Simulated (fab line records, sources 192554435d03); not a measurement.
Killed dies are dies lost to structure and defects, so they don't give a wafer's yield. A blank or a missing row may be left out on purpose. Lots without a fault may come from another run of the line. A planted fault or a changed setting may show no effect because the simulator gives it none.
fab line records | flow n5_finfet
record lots=9 wafers=27 last_day=18
route steps=1938 shown HKMG_FIN@441 BEOL_M4@1111 PASSIVATION@1936
lots that met no fault: from a run of the same line without faults
start_h: hours from the record's first day to the start of the lot's first wafer shown | wait_h: hours since the lot's step before | " the same as in the row above | L1.1+2: a row that stands for several wafers | - no value, or no start given | * or withheld: withheld | < > ~ a bound
route shown NAME@n: a module of which the file shows steps, and the number in the route of the first | usual: mean/standard deviation of fault-free wafers | same: alike in all rows | chamber/n: place in a boat | sites: the reading at each site | _std_site: their standard deviation | _edge_site: outer sites' mean less inner sites' | radius_mm: how far each site lies from the wafer's centre | mask NAME#n: copy n | behind: the tool/chamber that last shaped the wafer | hold: why the lot was held/for how many hours/how that ended | device: the transistor (n, p or np) that didn't switch | end of line: the same wafers' tests at the end of the route | a step without rows: its recipe alone | killed: dies lost to structure and defects at the first sort, not the wafer's yield | map: a wafer's dies, x killed, . not, _ none there
set.NAME: the setting as run; set.NAME@STEP: as run at that earlier step | model.NAME: the simulator's own value behind a step, which no gauge read
steps of the route over a sample of lots; a table a step, a row a wafer
services: from which hour (start_h, from the record's first day; less than 0 if before it) a tool's chamber was out of use, for how many hours, and why
## steps
# step N5_HKMG_FIN_STRIP_19
# recipe chemistry=N2/H2 power_w=2500 temp_c=300 h2_frac=0.65 time_s=360 pressure_mtorr=withheld n2_flow_sccm=1750 h2_flow_sccm=3250
# usual drypump_motor_current_A=5.6/0.55 heater_power_w=438/19
# columns lot.wafer tool chamber start_h wait_h drypump_motor_current_A heater_power_w rf_hours_counter_h
L607.2 plasma_asher-01 1 81.67 0.0 6.3 425 81
L607.3 " 1 " " 6.3 434 -
L607.5 " 0 " " 5.3 481 -
L609.1 plasma_asher-02 0 94.24 0.0 6.1 441 47
L609.2 " 1 " " 5.0 413 47
L609.5 " 0 " " 6.1 436 -
L610.1 plasma_asher-01 1 99.09 0.0 6.3 418 84
L610.4 " 0 " " 5.3 475 -
L610.6 " 0 " " 5.3 470 -
L614.1 plasma_asher-02 1 123.76 0.0 4.9 432 52
L614.5 " 0 " " 6.1 435 -
L614.6 " 1 " " 5.0 441 -
L622.2 plasma_asher-02 1 172.03 0.0 4.9 438 62
L622.4 " 1 " " 5.0 431 -
L622.6 " 0 " " 6.0 445 -
L625.2 plasma_asher-01 0 192.18 0.1 5.3 487 103
L625.4 " 0 " " 5.3 466 -
L625.5 " 0 " " 5.3 470 -
L626.2 plasma_asher-02 1 195.15 0.0 5.0 419 67
L626.4 " 1 " " 5.0 437 -
L626.6 " 0 " " 6.1 443 -
L627.1 plasma_asher-02 0 199.25 0.0 6.1 426 68
L627.4 " 0 " " 6.1 423 -
L627.5 " 0 " " 6.1 438 -
L629.4 plasma_asher-01 0 216.27 0.1 5.3 467 -
L629.5 " 0 " " 5.3 468 -
L629.6 " 1 " " 6.3 425 -
# step N5_HKMG_FIN_ETCH_67
# recipe chemistry=N2/H2 target=SOC target_depth_a=3889 stop_on=TiN ion_energy_ev=100 bias_w=61 pressure_mtorr=30 source_w=850 n2_flow_sccm=200 h2_flow_sccm=200
# usual chamber_pressure_mTorr=30.005/0.024 drypump_motor_current_A=5.9/0.53 oes_product_au=0.77/0.089 rf_fwd_power_W=844/3.4 rf_vpp_V=241.0/1.5 showerhead_plenum_p_Torr=2.57/0.098 throttle_valve_pct=17.75/0.22
# columns lot.wafer tool chamber start_h wait_h chamber_pressure_mTorr drypump_motor_current_A oes_product_au rf_fwd_power_W rf_hours_counter_h rf_vpp_V showerhead_plenum_p_Torr throttle_valve_pct
L607.2 rie_diel-02 0 83.62 - 29.997 6.3 0.72 842 169 241.1 2.63 17.45
L607.3 " 2 " " 30.020 5.7 0.85 843 48 239.7 2.60 17.94
L607.5 " 0 " " 30.020 6.3 0.72 847 - 242.8 2.63 17.44
L609.1 rie_diel-02 0 96.04 - 30.005 6.2 0.72 851 175 242.3 2.63 17.48
L609.2 " 2 " " 30.013 5.7 0.84 844 53 240.0 2.60 17.93
L609.5 " 0 " " 30.017 6.3 0.73 848 - 241.1 2.63 17.46
L610.1 rie_diel-02 0 100.93 - 29.984 6.3 0.72 1049 178 223.8 2.63 17.48
L610.4 " 3 " " 30.044 6.0 0.97 1049 - 225.0 2.70 17.63
L610.6 " 0 " " 29.979 6.3 0.73 1050 - 225.0 2.63 17.47
L614.1 rie_diel-02 0 125.59 - 30.026 6.2 0.72 1051 188 223.2 2.63 17.49
L614.5 " 0 " " 29.995 6.2 0.72 1051 - 224.9 2.63 17.48
L614.6 " 3 " " 30.006 6.0 0.94 1049 - 224.4 2.70 17.65
L622.2 rie_diel-01 1 173.96 - 30.004 6.2 0.82 836 91 242.6 2.68 17.88
L622.4 " 0 " " 30.033 6.8 0.73 843 165 239.5 2.52 17.77
L622.6 " 2 " " 29.983 4.9 0.69 845 - 239.6 2.43 17.90
L625.2 rie_diel-05 0 194.13 - 30.034 5.6 0.68 846 247 241.4 2.59 18.03
L625.4 " 1 " " 29.949 6.5 0.71 844 206 239.9 2.53 17.54
L625.5 " 1 " " 30.031 6.5 0.70 844 - 238.8 2.53 17.56
L626.2 rie_diel-01 0 197.04 - 29.970 6.8 0.72 836 174 240.3 2.52 17.79
L626.4 " 3 " " 30.009 5.1 0.84 839 58 239.3 2.48 17.48
L626.6 " 2 " " 30.016 4.9 0.70 843 - 239.9 2.43 17.92
L627.1 rie_diel-02 1 201.06 - 29.995 6.6 0.89 849 29 241.9 2.70 17.45
L627.4 " 2 " " 30.007 5.7 0.79 846 95 240.8 2.58 18.01
L627.5 " 2 " " 30.000 5.7 0.79 848 - 242.0 2.58 18.00
L629.4 rie_diel-02 0 218.10 - 30.009 6.2 0.69 843 218 240.8 2.61 17.54
L629.5 " 2 " " 30.031 5.7 0.79 844 - 241.2 2.58 18.03
L629.6 " 1 " " 30.003 6.5 0.89 852 - 242.5 2.70 17.47
# step N5_HKMG_FIN_STRIP_69
# recipe chemistry=N2/H2 power_w=2500 temp_c=300 h2_frac=0.65 time_s=360 pressure_mtorr=withheld n2_flow_sccm=1750 h2_flow_sccm=3250
# usual drypump_motor_current_A=5.7/0.54 heater_power_w=441/24
# columns lot.wafer tool chamber start_h wait_h drypump_motor_current_A heater_power_w rf_hours_counter_h
L607.2 plasma_asher-01 0 83.98 0.1 5.3 467 82
L607.3 " 0 " " 5.3 472 -
L607.5 " 1 " " 6.3 425 -
L609.1 plasma_asher-01 1 96.39 0.1 6.3 408 83
L609.2 " 0 " " 5.3 461 83
L609.5 " 1 " " 6.3 417 -
L610.1 plasma_asher-01 1 101.29 0.1 6.3 429 85
L610.4 " 1 " " 6.3 415 -
L610.6 " 0 " " 5.3 472 -
L614.1 plasma_asher-02 1 125.95 0.1 5.0 429 53
L614.5 " 0 " " 6.1 429 -
L614.6 " 1 " " 5.0 423 -
L622.2 plasma_asher-01 0 174.44 0.2 5.3 473 100
L622.4 " 1 " " 6.3 419 -
L622.6 " 0 " " 5.3 476 -
L625.2 plasma_asher-02 1 194.55 0.1 4.9 432 66
L625.4 " 0 " " 6.1 423 -
L625.5 " 0 " " 6.1 425 -
L626.2 plasma_asher-02 1 197.40 0.1 4.9 427 68
L626.4 " 1 " " 5.0 431 -
L626.6 " 1 " " 4.9 427 -
L627.1 plasma_asher-01 1 201.42 0.1 6.3 420 105
L627.4 " 0 " " 5.3 477 -
L627.5 " 0 " " 5.3 472 -
L629.4 plasma_asher-02 0 218.58 0.2 6.1 439 -
L629.5 " 0 " " 6.1 432 -
L629.6 " 1 " " 4.9 437 -
# step N5_HKMG_FIN_ALD_21
# recipe material=TiN target_thk_a=15 temp_c=400 ald_precursor_family=TiCl4 ald_co_reactant=NH3 pulse_time_s=1 purge_time_s=3 co_reactant_purge_time_s=2 co_reactant_pulse_time_s=2 ald_cycles=68 pressure_torr=3
# usual heater_power_w=898/93 precursor_pulse_height_rel=1.002/0.019
# columns lot.wafer tool chamber start_h wait_h heater_power_w precursor_pulse_height_rel
L607.2 ald_metal-03 2 84.37 0.3 986 1.016
L607.3 " 1 " " 761 1.003
L607.5 " 2 " " 950 0.987
L609.1 ald_metal-03 0 96.78 0.3 982 0.991
L609.2 " 2 " " 1011 1.048
L609.5 " 3 " " 881 0.996
L610.1 ald_metal-01 2 101.67 0.3 1024 0.996
L610.4 " 0 " " 777 1.070
L610.6 " 3 " " 941 1.008
L614.1 ald_metal-02 1 126.33 0.3 914 1.020
L614.5 " 0 " " 743 1.017
L614.6 " 1 " " 882 1.001
L622.2 ald_metal-01 3 174.82 0.3 919 1.009
L622.4 " 1 " " 814 1.033
L622.6 " 1 " " 796 1.018
L625.2 ald_metal-02 0 194.93 0.3 763 1.006
L625.4 " 2 " " 1011 1.046
L625.5 " 3 " " 969 1.024
L626.2 ald_metal-01 1 197.78 0.3 840 0.993
L626.4 " 3 " " 907 0.961
L626.6 " 0 " " 789 0.993
L627.1 ald_metal-02 3 201.80 0.3 969 0.999
L627.4 " 2 " " 1002 1.029
L627.5 " 3 " " 976 0.977
L629.4 ald_metal-03 0 219.02 0.3 1023 1.000
L629.5 " 1 " " 770 0.995
L629.6 " 3 " " 897 1.013
# step N5_BEOL_M4_RC_MEAS_101
# usual DIBL_N=36.3/1.8 DIBL_P=36.5/2.1 IOFF_N=0.16/0.031 IOFF_P=0.22/0.038 ION_N=677/12 ION_P=466/7.8 SS_N=71.5/0.61 SS_P=73.2/0.7 VT_N=249/3 VT_P=-248.9/3
# columns lot.wafer tool chamber start_h wait_h DIBL_N[mV/V] DIBL_P[mV/V] IOFF_N[nA/um] IOFF_P[nA/um] ION_N[uA/um] ION_P[uA/um] SS_N[mV/dec] SS_P[mV/dec] VT_N[mV] VT_P[mV]
L607.2 prober-02 0 185.80 0.2 32.9 32.6 0.10 0.14 663 462 70.6 72.1 254 -253.9
L607.3 " 0 " " 38.3 39.2 0.17 0.22 668 453 72.1 73.9 249 -248.2
L607.5 " 0 " " 37.4 38.4 0.18 0.21 686 469 71.9 72.8 249 -249.4
L609.1 prober-02 0 201.17 0.8 35.9 36.8 0.15 0.20 667 456 72.2 73.3 250 -249.2
L609.2 " 0 " " 36.7 37.7 0.17 0.22 664 459 72.4 73.4 252 -251.5
L609.5 " 0 " " 36.4 37.2 0.16 0.20 687 463 71.9 73.5 248 -251.7
L610.1 prober-02 0 207.06 0.0 38.6 37.6 0.19 0.25 681 468 71.4 74.4 248 -248.4
L610.4 " 0 " " 36.0 36.0 0.16 0.23 691 473 71.2 73.8 247 -246.6
L610.6 " 0 " " 37.0 36.9 0.17 0.23 694 472 70.9 73.6 248 -249.9
L614.1 prober-02 0 226.11 0.0 36.3 36.3 0.14 0.18 665 455 71.3 73.1 252 -255.5
L614.5 " 0 " " 34.8 34.0 0.12 0.15 664 455 71.0 72.9 256 -258.4
L614.6 " 0 " " 38.2 39.1 0.18 0.22 693 465 70.9 74.1 249 -252.0
L622.2 prober-01 0 267.33 0.2 36.0 35.1 0.14 0.21 665 461 70.5 71.8 251 -251.0
L622.4 " 0 " " 35.6 34.4 0.13 0.20 664 459 71.0 72.4 253 -252.6
L622.6 " 0 " " 37.9 37.3 0.18 0.24 685 462 71.1 73.0 249 -247.0
L625.2 prober-01 0 284.47 0.2 38.0 37.9 0.18 0.22 666 456 71.7 74.5 249 -250.5
L625.4 " 0 " " 38.1 39.2 0.18 0.24 680 475 72.4 73.8 248 -251.5
L625.5 " 0 " " 37.2 37.7 0.17 0.21 685 466 71.8 73.5 246 -250.0
L626.2 prober-02 0 300.58 0.2 33.1 33.0 0.12 0.19 661 466 70.7 71.9 255 -247.7
L626.4 " 0 " " 34.5 34.4 0.14 0.21 685 470 70.8 73.4 251 -247.6
L626.6 " 0 " " 35.5 35.7 0.16 0.23 669 469 70.9 72.7 248 -248.0
L627.1 prober-02 0 307.68 0.0 32.2 32.2 0.10 0.15 641 449 70.8 72.1 256 -254.0
L627.4 " 0 " " 32.5 32.5 0.11 0.15 671 462 70.4 72.4 255 -252.8
L627.5 " 0 " " 33.8 33.8 0.12 0.17 650 453 70.7 72.5 253 -252.0
L629.4 prober-01 0 313.39 0.5 34.1 35.5 0.14 0.20 680 469 71.8 72.6 250 -250.0
L629.5 " 0 " " 34.1 34.8 0.14 0.19 661 457 71.4 72.4 249 -249.1
L629.6 " 0 " " 38.3 40.8 0.23 0.31 698 477 71.7 73.5 245 -246.5
# step N5_PASSIVATION_PROBE_49
# usual defect_limited_yield=91.2/1.5 killed_at_M0_to_M3=33/9.6 killed_at_M4_up=14/5.6 killed_at_contacts=14/5.5 killed_at_front_end=40/13 killed_at_other=4/3 killed_dies=104/17 killed_open=68/13 killed_short=33/7.2 sort_bin_5_function=5.2/0.95 sort_bin_6_memory=3.3/0.62 sort_bin_8_speed=0.00/0.012 sort_n_pass=1076/17 sort_yield_pct=91.2/1.5
# same gross_dies=1180 killed_at_back_side=0 sort_bin_4_leakage[%]=0
# columns lot.wafer tool chamber start_h wait_h defect_limited_yield[%] killed_at_M0_to_M3 killed_at_M4_up killed_at_contacts killed_at_front_end killed_at_other killed_dies killed_open killed_short sort_bin_5_function[%] sort_bin_6_memory[%] sort_bin_8_speed[%] sort_n_pass sort_yield_pct[%]
L625.2 prober-01 - 400.12 0.1 90.1 39 17 15 44 2 117 79 36 6.0 3.8 0 1063 90.1
L625.4 prober-01 - 400.22 0.2 92.3 29 7 10 42 3 91 59 31 4.5 2.9 0 1089 92.3
L625.5 prober-01 - 400.27 0.2 89.3 48 12 9 55 2 126 78 45 6.3 4.1 0 1054 89.3
L626.2 prober-02 - 409.54 0.1 90.8 43 3 15 46 2 109 75 29 4.5 4.0 0 1071 90.8
L626.4 prober-02 - 409.64 0.2 87.6 53 16 15 62 0 146 103 41 7.1 4.8 0 1034 87.6
L626.6 prober-02 - 409.74 0.3 91.6 30 12 14 41 2 99 63 33 4.6 3.7 0 1081 91.6
# killed by level:class
L625.2 FIN_SAQP:geometric_particle:open=12 MOL_CONTACT_COAG:geometric_particle:open=12 BEOL_M0_SAQP:geometric_particle:open=9 BEOL_M3:geometric_particle:open=9 BEOL_M0_SAQP:geometric_particle:short=8 BEOL_M4:geometric_particle:open=8 FIN_SAQP:geometric_particle:short=7 STI_FIN_REVEAL:geometric_particle:open=6
L625.4 FIN_SAQP:geometric_particle:open=13 MOL_CONTACT_COAG:geometric_particle:open=8 BEOL_M3:geometric_particle:open=8 FIN_SAQP:geometric_particle:short=7 STI_FIN_REVEAL:geometric_particle:open=7 BEOL_M0_SAQP:geometric_particle:open=6 BEOL_M0_SAQP:geometric_particle:short=4 STARTING-WAFER:geometric_particle:short=4
L625.5 BEOL_M0_SAQP:geometric_particle:open=16 FIN_SAQP:geometric_particle:short=15 BEOL_M0_SAQP:geometric_particle:short=12 STI_FIN_REVEAL:geometric_particle:open=9 DUMMY_GATE:geometric_particle:open=9 BEOL_M2:geometric_particle:open=8 FIN_SAQP:geometric_particle:open=7 MOL_CONTACT_COAG:geometric_particle:open=7
L626.2 STI_FIN_REVEAL:geometric_particle:open=19 MOL_CONTACT_COAG:geometric_particle:open=14 BEOL_M3:geometric_particle:open=9 BEOL_M0_SAQP:geometric_particle:open=8 BEOL_M2:geometric_particle:open=6 BEOL_M0_SAQP:geometric_particle:short=6 FIN_SAQP:geometric_particle:open=5 BEOL_M3:geometric_particle:short=5
L626.4 STI_FIN_REVEAL:geometric_particle:open=34 MOL_CONTACT_COAG:geometric_particle:open=13 BEOL_M2:geometric_particle:open=12 BEOL_M3:geometric_particle:open=11 BEOL_M0_SAQP:geometric_particle:short=10 FIN_SAQP:geometric_particle:open=8 BEOL_M0_SAQP:geometric_particle:open=8 STI_FIN_REVEAL:geometric_particle:short=7
L626.6 MOL_CONTACT_COAG:geometric_particle:open=11 STI_FIN_REVEAL:geometric_particle:open=9 BEOL_M3:geometric_particle:open=8 FIN_SAQP:geometric_particle:open=7 STI_FIN_REVEAL:geometric_particle:short=6 BEOL_M2:geometric_particle:open=6 BEOL_M4:geometric_particle:open=6 FIN_SAQP:geometric_particle:short=5
## services
# columns tool chamber start_h hours kind
ald_metal-02 2 65.72 4.4 repair
plasma_asher-01 - 70.16 2.8 pm
ald_metal-01 - 76.63 2.2 repair
rie_diel-02 3 78.32 - clean
rie_diel-02 3 78.32 - consumable_replace:focus_ring
rie_diel-02 3 78.32 - consumable_replace:showerhead
rie_diel-02 3 78.32 12.3 scheduled_down
rie_diel-02 3 78.32 12.3 vent_cycle
rie_diel-02 1 90.78 3.3 repair
rie_diel-02 1 94.14 - clean
rie_diel-02 1 94.14 - consumable_replace:focus_ring
rie_diel-02 1 94.14 - consumable_replace:showerhead
rie_diel-02 1 94.14 24.2 scheduled_down
rie_diel-02 1 94.14 24.2 vent_cycle
plasma_asher-02 - 104.20 2.8 pm
rie_diel-05 2 107.24 8.5 repair
ald_metal-03 3 152.04 7.2 repair
rie_diel-01 3 165.61 6.2 repair
rie_diel-01 1 200.33 1.6 repair
rie_diel-05 0 203.00 - clean
rie_diel-05 0 203.00 - consumable_replace:focus_ring
rie_diel-05 0 203.00 22.6 scheduled_down
rie_diel-05 0 203.00 22.6 vent_cycle
ald_metal-03 2 216.14 3.1 repair
## key
first_sign step=N5_HKMG_FIN_ETCH_67 reading=rf_fwd_power_W direction=up sigmas=61 usual=* struck=*
effect step=N5_HKMG_FIN_ETCH_67 reading=rf_vpp_V direction=down sigmas=11 usual=241.0 struck=224.4
met_at N5_HKMG_FIN_ETCH_67
struck_lots L610,L614
not_acting_at N5_HKMG_FIN_STRIP_19,N5_HKMG_FIN_STRIP_69,N5_HKMG_FIN_ALD_21
onset_between 96.04 100.93
fault kind=process_parameter_drift tool=rie_diel-02 chamber=- onset_h=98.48 steps=N5_HKMG_FIN_ETCH_67 channel=source_w offset=204 shape=step end_h=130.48 acts_in=these_recipes_only stated=850
